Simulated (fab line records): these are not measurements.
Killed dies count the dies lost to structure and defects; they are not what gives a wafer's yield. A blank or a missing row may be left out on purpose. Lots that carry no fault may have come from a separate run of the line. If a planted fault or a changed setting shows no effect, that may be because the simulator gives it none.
Comparing a struck lot with a sound one / flow n5Finfet / 16 steps out of a route of 1938
Sound: wafers L871.2, L871.3, L871.5. The struck wafers were L861.2, L861.4, L861.5. The cause is given at the end.
Per side, at each step with rows, come the tool, then ch with its chambers, and then its first start. Under that, the readings that differ: sound wafers / struck wafers / difference of the means / sigmas: that difference in standard deviations of wafers without a fault.
alike: a reading whose means differ by less than 2 such deviations, as well as words and numbers matching on both sides. not compared: withheld readings; readings where some wafer has no value; bounds like >300 that might hide an equal value; numbers whose values overlap and for which the record gives no deviation.
A row with sigmas, a row that says differs or no value, or rows on one side alone: a step with any of these is where the two part. Non-overlapping numbers with no deviation appear without sigmas and do not part them. Lack of a reading on every wafer of one side parts them only where that side has two or more wafers.

first, 1 step without rows for these wafers: N5_BEOL_M3_STRIP_36 (strips in N2/H2).
N5_BEOL_M3_TRENCH_ETCH_37: etches SiOC in C4F6/O2, target depth 55.555 nm, time 29.2 s.
  sound on rieDiel-03 ch 0,1,2; struck on rieDiel-03 ch 2,3
  alike: O2_flow_sccm, biasW, drypumpMotorCurrentA, oesProductAu, rfVppV, showerheadPlenumPTorr, throttleValvePct
  not compared: rfHoursCounterH
N5_BEOL_M3_ETCH_41: etches SiCN in CH3F/O2, target depth 29.9 nm, time 52.5 s.
  sound on rieDiel-03 ch 0,1,2; struck on rieDiel-03 ch 2,3
  alike: O2_flow_sccm, biasW, drypumpMotorCurrentA, oesProductAu, rfVppV, showerheadPlenumPTorr, throttleValvePct
  not compared: rfHoursCounterH
N5_BEOL_M3_STRIP_97: strips in N2/H2, time 10 s.
  sound on rieDiel-03 ch 0,1,2; struck on rieDiel-03 ch 2,3
  alike: drypumpMotorCurrentA, oesProductAu, rfVppV, showerheadPlenumPTorr, throttleValvePct
  not compared: rfHoursCounterH
N5_BEOL_M3_OCD_MEAS_38:
  sound: ocd-01 at day 12 02:07; struck: ocd-02 at day 9 11:44
  alike: trenchDepthNm
then, 4 steps without rows for these wafers: N5_BEOL_M3_HM_STRIP_39 (strips TiN in peroxide tin strip, target depth 25 nm, time 158 s); N5_BEOL_M3_SRD_40 (time 30 s); N5_BEOL_M3_PRECLEAN_42 (cleans in residue remover, time 60 s); N5_BEOL_M3_SRD_43 (time 30 s).
N5_BEOL_M3_CD_MEAS_35: target cd 18 nm, target cd y 21 nm.
  sound: cdSem-03 at day 12 02:17; struck: cdSem-03 at day 9 11:53
  alike: cdNm
then, 1 step without rows for these wafers: N5_BEOL_M3_DEGAS_44 (time 60 s).
N5_BEOL_M3_PRE_CLEAN_45: time 30 s.
  sound: pvdSputter-03 at day 12 02:44; struck: pvdSputter-01 at day 9 12:17
  alike: heaterPowerW
N5_BEOL_M3_ALD_84: deposits TaN, pulse time 2 s, purge time 3 s, co reactant purge time 2 s.
  sound on aldMetal-02 ch 1,2,3, day 12 02:47; struck on aldMetal-04 ch 0,1,3, day 9 12:22
  no value came back on the struck wafers for any of 5 readings (aldCycles, chamberPressureTorr (Torr) and others); on the sound wafers aldCycles reads 30 30 30
N5_BEOL_M3_SURFACE_TREAT_85:
  sound: pvdSputter-01 at day 12 03:03; struck: pvdSputter-02 at day 9 12:37
  alike: arFlowSccm
  not compared: pressureMtorr, throttleValvePct
N5_BEOL_M4_RC_MEAS_101:
  the record has rows for the sound wafers here (prober-02 ch 0, day 12 15:36) and none for the struck ones
-- here the record skips 5 days between the struck wafers' starts before and after, leaving off in module BEOL_M4 and picking up in module PASSIVATION (first step shown: number 1936 of the route) --
N5_PASSIVATION_PROBE_49:
  sound: prober-02 at day 17 03:25; struck: prober-02 at day 14 07:54
reading=defectLimitedYield (%); sound=92.5 91.9 93.8; struck=0 0 0; difference=-93; sigmas=-58
reading=killed_at_M0_to_M3; sound=29 38 33; struck=1123 1112 1108; difference=+1081; sigmas=+98
reading=killedDies; sound=88 96 73; struck=1180 1180 1180; difference=+1094; sigmas=+58
reading=killedOnRim; sound=9 16 16; struck=152 152 152; difference=+138; sigmas=+33
reading=sort_bin_4_leakage (%); sound=0 0 0; struck=91.19 90.93 91.36; difference=+91.16; sigmas=+99 or more
reading=sortNPass; sound=1092 1084 1107; struck=0 0 0; difference=-1094; sigmas=-58
reading=sortYieldPct (%); sound=92.5 91.9 93.8; struck=0 0 0; difference=-93; sigmas=-58
  alike: killed_at_M4_up, killedAtContacts, killedAtFrontEnd, killedAtOther, killedOpen, killedShort, sort_bin_5_function, sort_bin_6_memory

== WHERE THEY PART ==
Last at N5_PASSIVATION_PROBE_49 as far as this record goes, first at N5_BEOL_M3_ALD_84.

WHY: what had been put in by the simulator
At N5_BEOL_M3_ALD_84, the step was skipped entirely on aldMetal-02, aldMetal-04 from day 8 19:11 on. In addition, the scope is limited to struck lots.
